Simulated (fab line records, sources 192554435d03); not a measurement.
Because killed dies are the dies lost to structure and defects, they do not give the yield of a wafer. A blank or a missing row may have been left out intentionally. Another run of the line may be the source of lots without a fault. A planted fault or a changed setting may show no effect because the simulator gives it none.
Split-lot trial / flow n5-finfet / 21 wafers read across 7 lots, on a route 1938 steps long

## THE SPLIT ITSELF
At N5_BEOL_M9_ETCH_66 (etches SOC in N2/H2, target depth 80 nm, overetch 16 nm, time 120 s), the setting bias-w was moved away from the recipe's 150 W on 7 of the 21 wafers read, by -17.1% to +17.2%. The other wafers ran this setting at the recipe's value.

Reading taken at the split's own step.

## THE READING
rf-vpp-V, in V, at N5_BEOL_M9_ETCH_66 (etches SOC in N2/H2, target depth 80 nm, overetch 16 nm, time 120 s). A value of 524.3 V with a standard deviation of 1.8 V is what fault-free wafers of this fab line usually give.

wafer=L078.1; tool, chamber at the split=rie-diel-06, 3; bias-w as run, W=138.6; against the recipe=-7.6%; rf-vpp-V, V=496.2; against lot-mates on the recipe=-28.3
wafer=L078.4; tool, chamber at the split=rie-diel-06, 0; bias-w as run, W=150; against the recipe=recipe; rf-vpp-V, V=525.8; against lot-mates on the recipe=-
wafer=L078.6; tool, chamber at the split=rie-diel-06, 2; bias-w as run, W=150; against the recipe=recipe; rf-vpp-V, V=523.2; against lot-mates on the recipe=-
wafer=L079.2; tool, chamber at the split=rie-diel-01, 2; bias-w as run, W=124.3; against the recipe=-17.1%; rf-vpp-V, V=463.6; against lot-mates on the recipe=-61.4
wafer=L079.3; tool, chamber at the split=rie-diel-01, 3; bias-w as run, W=150; against the recipe=recipe; rf-vpp-V, V=524.7; against lot-mates on the recipe=-
wafer=L079.5; tool, chamber at the split=rie-diel-01, 3; bias-w as run, W=150; against the recipe=recipe; rf-vpp-V, V=525.4; against lot-mates on the recipe=-
wafer=L089.2; tool, chamber at the split=rie-diel-01, 3; bias-w as run, W=150; against the recipe=recipe; rf-vpp-V, V=526.2; against lot-mates on the recipe=-
wafer=L089.4; tool, chamber at the split=rie-diel-01, 2; bias-w as run, W=150; against the recipe=recipe; rf-vpp-V, V=521.7; against lot-mates on the recipe=-
wafer=L089.5; tool, chamber at the split=rie-diel-01, 1; bias-w as run, W=138.3; against the recipe=-7.8%; rf-vpp-V, V=499.0; against lot-mates on the recipe=-25.0
wafer=L092.2; tool, chamber at the split=rie-diel-06, 1; bias-w as run, W=175.8; against the recipe=+17.2%; rf-vpp-V, V=580.9; against lot-mates on the recipe=+54.1
wafer=L092.3; tool, chamber at the split=rie-diel-06, 0; bias-w as run, W=150; against the recipe=recipe; rf-vpp-V, V=526.8; against lot-mates on the recipe=-
wafer=L092.5; tool, chamber at the split=rie-diel-06, 3; bias-w as run, W=175.8; against the recipe=+17.2%; rf-vpp-V, V=576.0; against lot-mates on the recipe=+49.2
wafer=L093.3; tool, chamber at the split=rie-diel-06, 1; bias-w as run, W=150; against the recipe=recipe; rf-vpp-V, V=525.8; against lot-mates on the recipe=-
wafer=L093.5; tool, chamber at the split=rie-diel-06, 1; bias-w as run, W=150; against the recipe=recipe; rf-vpp-V, V=526.1; against lot-mates on the recipe=-
wafer=L093.6; tool, chamber at the split=rie-diel-06, 0; bias-w as run, W=150; against the recipe=recipe; rf-vpp-V, V=526.0; against lot-mates on the recipe=-
wafer=L091.1; tool, chamber at the split=rie-diel-06, 3; bias-w as run, W=150; against the recipe=recipe; rf-vpp-V, V=522.1; against lot-mates on the recipe=-
wafer=L091.3; tool, chamber at the split=rie-diel-06, 1; bias-w as run, W=163.1; against the recipe=+8.7%; rf-vpp-V, V=554.5; against lot-mates on the recipe=+32.4
wafer=L091.4; tool, chamber at the split=rie-diel-06, 2; bias-w as run, W=163.1; against the recipe=+8.7%; rf-vpp-V, V=551.6; against lot-mates on the recipe=+29.5
wafer=L097.2; tool, chamber at the split=rie-diel-06, 1; bias-w as run, W=150; against the recipe=recipe; rf-vpp-V, V=524.3; against lot-mates on the recipe=-
wafer=L097.3; tool, chamber at the split=rie-diel-06, 3; bias-w as run, W=150; against the recipe=recipe; rf-vpp-V, V=521.5; against lot-mates on the recipe=-
wafer=L097.4; tool, chamber at the split=rie-diel-06, 2; bias-w as run, W=150; against the recipe=recipe; rf-vpp-V, V=523.5; against lot-mates on the recipe=-

FIT RESULTS
A straight line over all 21 wafers: rf-vpp-V changes by +3.31 V for each +1% of bias-w; r = +1.00; the points scatter about the line by 2.2 V.
The same after taking each lot's own level away (the mean of its wafers on the recipe; 21 wafers): +3.28 V for each +1%; r = +1.00; scatter 2.5 V.
On that fit, the largest move of bias-w shifts the reading by 56 V.
The span of the lots' own levels, 522.10 to 526.80 V, comes to 2.6 times the standard deviation stated above.
Hence the lot-to-lot level has little effect on the slope; both slopes agree.
Check: with one of the wafers moved furthest among these (+17.2%) left out of the fit, the line predicts +56.4 V for it against its lot-mates. It came out at +54.1 V against them.
Tool readings at the split's step, against how far the setting was moved: rf-vpp-V r = +1.00.

## THE WHOLE CHAIN: every reading that the file lists as answering this split, in the file's order
step=N5_BEOL_M9_ETCH_66; what it does=etches SOC in N2/H2, target depth 80 nm, overetch 16 nm, time 120 s; reading=rf-vpp-V; change (the file's fit)=+3.34 V for each +1% of the setting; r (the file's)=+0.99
step=N5_BEOL_M9_ETCH_66; what it does=etches SOC in N2/H2, target depth 80 nm, overetch 16 nm, time 120 s; reading=SiARC_of_BEOL_M9_COAT_64.thk-nm (the simulator's own value, which no gauge read); change (the file's fit)=-0.0652 nm for each +1% of the setting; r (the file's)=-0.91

## FILE'S OWN FIT
rf-vpp-V changes by +3.34 V for each +1% of bias-w, r = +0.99.
